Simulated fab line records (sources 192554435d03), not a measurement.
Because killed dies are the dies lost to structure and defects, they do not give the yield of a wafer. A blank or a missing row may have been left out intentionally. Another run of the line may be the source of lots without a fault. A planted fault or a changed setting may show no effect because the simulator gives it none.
8D (eight disciplines) problem report, filled in by code -- flow n5Finfet -- the parts of the form that need people (team, actions taken, sign-off) are left out

1. WHAT WENT WRONG
Wafers without a fault read 169, standard deviation 38; rawDefectCount at N5_SD_EPI_P_INSPECT_26 reads a mean of 1496 on 2 wafers belonging to 2 lots. Relative to the usual mean, that is a shift of +35 standard deviations.
The step: inspects for defects (darkfield).
Earliest sighting: wafer L451.3 on defectInspect-02 at day 7 17:19. The record has a number at this step for 30 wafers belonging to 10 lots. Rule for "out", or "out of limits": more than 4 standard deviations from the usual mean. The rest of the wafers with a number are treated as sound.

2. WHAT IT IS AND WHAT IT IS NOT
question,is,is not
which readings at this step,rawDefectCount,-
which lots,"L451, L453","L435, L436, L439, L440, L441, L443, L452, L456"
which wafers of those lots,"L451.3, L453.3","L451.1, L451.4, L453.1, L453.2"
read on which gauges,defectInspect-02,defectInspect-01
when,from day 7 17:19,"up to then (20 sound wafers); but 8 sound wafers of L452, L453, L456 came after"

3. SUSPECTS, AND WHAT RULES EACH OUT
Counting: a tool at a process step up to the reading stays a suspect if it ran every lot that is out. Sound lots after the first of them don't rule it out here, since some wafers of a struck lot are sound.
- the gauge at N5_SD_EPI_P_INSPECT_26 has been ruled out. All the wafers that are out were read on defectInspect-02, but those of them that N5_PASSIVATION_PROBE_49 has rows for are out there too, on other tools.
- wetBench-03 at N5_SD_EPI_P_WET_ETCH_45 (etches SiO2 in dHF, time 10.7 s, target depth 2 nm, rinse time 30 s): kept. Every lot that is out went through it, the first being L451 (day 7 14:23); the last sound lot it ran before that was L443 (day 5 20:00).
Remaining after the count: wetBench-03 at N5_SD_EPI_P_WET_ETCH_45.

4. THE CAUSE (what the simulator had put in)
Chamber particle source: wetBench-03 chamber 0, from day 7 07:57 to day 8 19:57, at N5_SD_EPI_P_WET_ETCH_45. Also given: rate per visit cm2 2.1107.
After counting, this tool was the only one left.

5. THE CHAIN OF EFFECTS, in route order
One row per reading whose mean, taken over the struck wafers that have a number, lies over 3 standard deviations from the usual. Readings are gone through only where the record gives a usual standard deviation; hours: the median, over the lots, of the time from a lot's start at the first step in this table giving one to that lot's start at this step; sigmas: the change measured in usual standard deviations.
hours,step,reading,usual,on struck wafers,change,sigmas
0,N5_SD_EPI_P_INSPECT_26,rawDefectCount,169,1496,+1328,+35
215,N5_PASSIVATION_PROBE_49,defectLimitedYield,91.7 %,78.2,-13.5,-9.0
215,N5_PASSIVATION_PROBE_49,killedAtFrontEnd,36,186,+150,+15
215,N5_PASSIVATION_PROBE_49,killedDies,98,258,+160,+9.4
215,N5_PASSIVATION_PROBE_49,sort_bin_5_function,4.9 %,12.6,+7.7,+8.3
215,N5_PASSIVATION_PROBE_49,sortNPass,1082,922,-160,-9.4
215,N5_PASSIVATION_PROBE_49,sortYieldPct,91.7 %,78.2,-13.5,-9.7
Its process steps:
- N5_PASSIVATION_PROBE_49
At these later measuring or inspecting steps, every struck wafer for which the step has a row has a number for every such reading, and none has moved that far: N5_BEOL_M4_RC_MEAS_101.

6. WHAT WOULD HAVE CAUGHT IT SOONER
In this record the first reading out of limits at a measuring or inspecting step was taken at day 7 17:19, 9 hours after the fault began at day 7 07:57.
L453, from the lots that are out (2), started N5_SD_EPI_P_WET_ETCH_45 on wetBench-03 later than day 7 17:19. It would have been spared by a hold on the tool at that moment.
